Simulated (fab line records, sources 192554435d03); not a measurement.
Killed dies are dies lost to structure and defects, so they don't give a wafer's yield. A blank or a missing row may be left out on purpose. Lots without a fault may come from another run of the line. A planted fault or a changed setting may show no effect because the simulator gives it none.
Split-lot experiment | flow n5_finfet | 7 lots, 39 wafers read, on a route of 1938 steps

THE SPLIT
At N5_GATE_CUT_HM_DEP_46 (deposits SiO2 from TEOS/O2, target thk 130 nm, time 26.6 s), the setting target_thk_a was moved away from the recipe's 1300 angstrom on 12 of the 39 wafers read, by -11.6% to +12.4%. The other wafers ran this setting at the recipe's value.

FROM THE SPLIT TO THE READING: what the file shows between them, 4 steps
- N5_GATE_CUT_COAT_34: time 60 s, resist thk 60 nm
- N5_GATE_CUT_COAT_35: time 60 s, resist thk 10 nm
- N5_GATE_CUT_STRIP_38: strips in N2/H2
- N5_GATE_CUT_STRIP_39: strips in N2/H2

THE READING
SOC_of_GATE_CUT_COAT_34.thk_nm (the simulator's own value, which no gauge read), in nm, at N5_GATE_CUT_HM_OPEN_40 (chemistry C4F6/O2, target SiO2, target depth 139 nm, time 85.1 s). The file gives no usual value for it. The 27 wafers here that ran the recipe average 32.4 nm, standard deviation 0.71 nm.

wafer  | tool, chamber at the split | target_thk_a as run, angstrom | against the recipe | SOC_of_GATE_CUT_COAT_34.thk_nm, nm | against lot-mates on the recipe
L075.1 | pecvd-03, 1                | 1300                          | recipe             | 33                                 | -
L075.2 | pecvd-03, 0                | 1300                          | recipe             | 31.4                               | -
L075.3 | pecvd-03, 2                | 1300                          | recipe             | 33.8                               | -
L075.4 | pecvd-03, 2                | 1300                          | recipe             | 33                                 | -
L075.5 | pecvd-03, 1                | 1300                          | recipe             | 32.4                               | -
L075.6 | pecvd-03, 0                | 1300                          | recipe             | 31.2                               | -
L076.1 | pecvd-03, 0                | 1149                          | -11.6%             | 35                                 | +2.3
L076.2 | pecvd-03, 2                | 1149                          | -11.6%             | 36.8                               | +4.1
L076.3 | pecvd-03, 1                | 1149                          | -11.6%             | 36.2                               | +3.5
L076.4 | pecvd-03, 1                | 1300                          | recipe             | 33                                 | -
L076.5 | pecvd-03, 2                | 1300                          | recipe             | 32.6                               | -
L076.6 | pecvd-03, 0                | 1300                          | recipe             | 32.4                               | -
L086.1 | pecvd-01, 2                | 1300                          | recipe             | 32.8                               | -
L086.2 | pecvd-01, 0                | 1300                          | recipe             | 33                                 | -
L086.3 | pecvd-01, 1                | 1300                          | recipe             | 33.6                               | -
L086.4 | pecvd-01, 2                | 1199                          | -7.8%              | 35.2                               | +2.1
L086.5 | pecvd-01, 1                | 1199                          | -7.8%              | 34.8                               | +1.7
L086.6 | pecvd-01, 0                | 1199                          | -7.8%              | 34.8                               | +1.7
L089.1 | pecvd-03, 0                | 1300                          | recipe             | 31.2                               | -
L089.2 | pecvd-03, 1,2              | 1300                          | recipe             | 32.8                               | -
L089.3 | pecvd-03, 1,2              | 1300                          | recipe             | 32.2                               | -
L089.4 | pecvd-03, 2                | 1300                          | recipe             | 32.2                               | -
L089.5 | pecvd-03, 0                | 1300                          | recipe             | 31.6                               | -
L089.6 | pecvd-03, 1                | 1300                          | recipe             | 31.2                               | -
L091.1 | pecvd-03, 1                | 1351                          | +3.9%              | 31.8                               | -0.4
L091.2 | pecvd-03, 2                | 1351                          | +3.9%              | 32                                 | -0.2
L091.3 | pecvd-03, 0                | 1351                          | +3.9%              | 31.2                               | -1.0
L091.4 | pecvd-03, 2                | 1300                          | recipe             | 32.4                               | -
L091.5 | pecvd-03, 0                | 1300                          | recipe             | 32                                 | -
L091.6 | pecvd-03, 1                | 1300                          | recipe             | 32.2                               | -
L092.1 | pecvd-02, 2                | 1300                          | recipe             | 33                                 | -
L092.2 | pecvd-02, 0                | 1461                          | +12.4%             | 29.4                               | -3.1
L092.3 | pecvd-02, 1                | 1300                          | recipe             | 32.6                               | -
L092.4 | pecvd-02, 1                | 1461                          | +12.4%             | 28.8                               | -3.7
L092.5 | pecvd-02, 0                | 1300                          | recipe             | 32                                 | -
L092.6 | pecvd-02, 2                | 1461                          | +12.4%             | 29.2                               | -3.3
L093.1 | pecvd-03, 0                | 1300                          | recipe             | 32                                 | -
L093.2 | pecvd-03, 1                | 1300                          | recipe             | 33.4                               | -
L093.5 | pecvd-03, 2                | 1300                          | recipe             | 33                                 | -
Where a row lists several chambers, the file gives one row for several wafers and doesn't say which wafer went through which chamber.

THE FIT
A straight line over all 39 wafers: SOC_of_GATE_CUT_COAT_34.thk_nm changes by -0.287 nm for each +1% of target_thk_a; r = -0.92; the points scatter about the line by 0.67 nm.
The same after taking each lot's own level away (the mean of its wafers on the recipe; 39 wafers): -0.266 nm for each +1%; r = -0.93; scatter 0.59 nm.
On that fit, the largest move of target_thk_a shifts the reading by 3.3 nm.
The lots' own levels span 31.87 to 33.13 nm, that is 1.8 times the standard deviation above.
So the lot-to-lot level changes the slope little: the two slopes agree.
Check: with one of the wafers moved furthest among these (+12.4%) left out of the fit, the line predicts -3.29 nm for it against its lot-mates. It came out at -3.13 nm against them.

OTHER SPLITS ON THESE WAFERS
These wafers also went through other splits before the reading. Each is held against what the fit with the lots' levels taken away leaves over:
other split on the same wafers        | wafers away from the commonest value | r with SOC_of_GATE_CUT_COAT_34.thk_nm (lot level and that fit taken away)
N5_FIN_CUT_CUT_ETCH_26 target_depth_a | 18                                   | -0.09
N5_DUMMY_GATE_EXPOSE_12 dose_mj       | 15                                   | -0.04
N5_HKMG_FIN_ETCH_55 time_s            | 12                                   | -0.30
N5_HKMG_FIN_ETCH_35 time_s            | 9                                    | +0.04

THE WHOLE CHAIN: every reading that the file lists as answering this split, in the file's order
step                   | what it does                                                     | reading                                                                            | change (the file's fit)               | r (the file's)
N5_GATE_CUT_HM_DEP_46  | deposits SiO2 from TEOS/O2, target thk 130 nm, time 26.6 s       | SiO2_of_GATE_CUT_HM_DEP_46.thk_nm (the simulator's own value, which no gauge read) | +1.28 nm for each +1% of the setting  | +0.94
N5_GATE_CUT_HM_OPEN_40 | chemistry C4F6/O2, target SiO2, target depth 139 nm, time 85.1 s | etch_rf_on_time_s                                                                  | withheld for each +1% of the setting  | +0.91
N5_GATE_CUT_HM_OPEN_40 | chemistry C4F6/O2, target SiO2, target depth 139 nm, time 85.1 s | etch.depth_nm (the simulator's own value, which no gauge read)                     | +1.28 nm for each +1% of the setting  | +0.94
N5_GATE_CUT_HM_OPEN_40 | chemistry C4F6/O2, target SiO2, target depth 139 nm, time 85.1 s | SOC_of_GATE_CUT_COAT_34.thk_nm (the simulator's own value, which no gauge read)    | -0.266 nm for each +1% of the setting | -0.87

THE FILE'S OWN FIT
SOC_of_GATE_CUT_COAT_34.thk_nm changes by -0.266 nm for each +1% of target_thk_a, r = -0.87.
